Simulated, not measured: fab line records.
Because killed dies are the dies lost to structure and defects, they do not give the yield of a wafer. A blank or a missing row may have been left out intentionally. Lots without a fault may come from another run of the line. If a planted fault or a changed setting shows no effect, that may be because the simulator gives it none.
Chamber matching -- flow nand harc -- NHARC_A_CONTACT_ETCH_88 on rie diel-12: 4 sister chambers
The step etches the open film in CF4, target depth 39 nm, time 65 s. 4 wafers are shown with their chamber, then 7 later ones without.

WAFERS WITH THEIR CHAMBER
wafer,chamber,showerhead plenum p Torr (Torr)
L148.6,0,1.90
L160.6,3,1.84
L162.1,1,1.78
L162.2,2,1.86

WAFERS MISSING THEIR CHAMBER
wafer,showerhead plenum p Torr (Torr)
L162.4,1.90
L163.2,1.84
L163.5,1.86
L163.6,1.84
L166.3,1.78
L166.5,1.78
L166.6,1.85

EACH ONE'S CHAMBER
wafer,from the rows above,in truth
L162.4,0,0
L163.2,3,3
L163.5,2,2
L163.6,3,3
L166.3,1,1
L166.5,1,1
L166.6,can't be placed: 2 or 3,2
6 of 7 placed correctly. Unplaceable from these rows: 1, with the true chamber sitting among the candidates in 1. Wrongly placed: 0.
How it was worked out, from the rows above alone: a wafer's distance from a chamber is the root of the sum, over the readings, of the square of ((its reading less the chamber's mean) divided by the reading's scatter). If the next closest chamber is less than 2 further off than the closest, the wafer can't be placed; otherwise it belongs to the closest. The mean given for a chamber averages the wafers shown for that chamber. The scatter: with one shown wafer a chamber, the root of the mean of the squares of how far each hidden wafer lies from its nearest shown one.
